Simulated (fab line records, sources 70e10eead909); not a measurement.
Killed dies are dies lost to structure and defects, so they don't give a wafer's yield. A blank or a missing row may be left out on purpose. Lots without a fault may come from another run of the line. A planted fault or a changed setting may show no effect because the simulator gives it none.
A struck lot beside a sound one | flow nand_harc | 14 steps out of a route of 1302
Sound: wafers L805.4, L805.5, L805.6. Struck: wafers L813.1, L813.2, L813.3. The cause comes at the end.
At each step with rows: each side's tool, then ch and its chambers, then its first start. Under that, the readings that differ: sound wafers | struck wafers | difference of the means | sigmas: that difference in standard deviations of wafers without a fault.
alike: readings whose means differ by less than 2 such deviations, and words and numbers that are the same on both sides. not compared: withheld readings, readings that some wafer has no value for, bounds like >300 that may hide the same value, and numbers for which the record gives no deviation and whose values overlap.
The two part at a step that has a row with sigmas, a row that says differs or no value, or rows on one side only. Numbers that don't overlap but have no deviation are shown without sigmas and don't part them. A reading that every wafer of one side lacks parts them only if that side has two wafers or more.

first, 1 step without rows for these wafers: NHARC_THIN_TSV_HARDBAKE_13 (time 80 s).
NHARC_THIN_TSV_DESCUM_14: chemistry O2, time 3 s.
  sound on rie_diel-06 ch 0,1,3, day 26 16:48; struck on rie_diel-13 ch 0,1,2, day 29 21:28
  alike: drypump_motor_current_A, o2_flow_sccm, oes_product_au, rf_vpp_V, showerhead_plenum_p_Torr, throttle_valve_pct
  not compared: rf_hours_counter_h
then, 2 steps without rows for these wafers: NHARC_THIN_TSV_ETCH_44 (etches the open film in CF4/O2, target depth 1594.2 nm, time 797.1 s); NHARC_THIN_TSV_ETCH_15 (target depth 3000 nm, bosch target overetch cycles 2, bosch etch step 2.8 s).
NHARC_THIN_TSV_CD_MEAS_16:
  sound on cd_sem-02, day 26 17:37; struck on cd_sem-01, day 29 22:16
  alike: cd_nm
NHARC_THIN_TSV_STRIP_45: strips in O2.
  sound on plasma_asher-01 ch 0,1, day 26 17:50; struck on plasma_asher-01 ch 0,1, day 29 22:26
  alike: drypump_motor_current_A, heater_power_w
  not compared: rf_hours_counter_h
then, 1 step without rows for these wafers: NHARC_THIN_TSV_STRIP_46 (strips in post etch residue remover, time 1200 s).
NHARC_THIN_TSV_DEP_47: deposits SiO2, target thk 200 nm.
  sound on pecvd-01 ch 0,1,2, day 26 18:37; struck on pecvd-03 ch 0,1,2, day 29 23:14
  alike: throttle_valve_pct
then, 1 step without rows for these wafers: NHARC_THIN_TSV_ETCHBACK_48 (etches the open film in C4F8/Ar, target depth 1028.5 nm, time 405.17 s).
NHARC_THIN_TSV_STRIP_62: strips in N2/H2, time 20 s.
  sound on plasma_asher-01 ch 0,1, day 26 19:17; struck on plasma_asher-02 ch 0,1, day 29 23:59
  alike: drypump_motor_current_A, heater_power_w
  not compared: rf_hours_counter_h
then, 1 step without rows for these wafers: NHARC_THIN_TSV_DEGAS_49 (time 120 s).
NHARC_THIN_TSV_PRE_CLEAN_50: time 30 s.
  sound on pvd_sputter-01; struck on pvd_sputter-03
  alike: heater_power_w
NHARC_THIN_TSV_PVD_19: deposits TaN, target thk 20 nm.
  sound on pvd_sputter-01, day 26 19:37; struck on pvd_sputter-03, day 30 00:19
  no value came back on the struck wafers for chamber_pressure_pa (Pa), throttle_valve_pct (%); on the sound wafers chamber_pressure_pa (Pa) reads 4.991 5.010 4.997
then, 1 step without rows for these wafers: NHARC_THIN_TSV_PVD_51 (deposits Cu, target thk 100 nm).

WHERE THEY PART
Only at NHARC_THIN_TSV_PVD_19, within this record.

WHY: what the simulator had put in
Skipped step whole: pvd_sputter-03, from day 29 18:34 on, at NHARC_THIN_TSV_PVD_19. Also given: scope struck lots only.
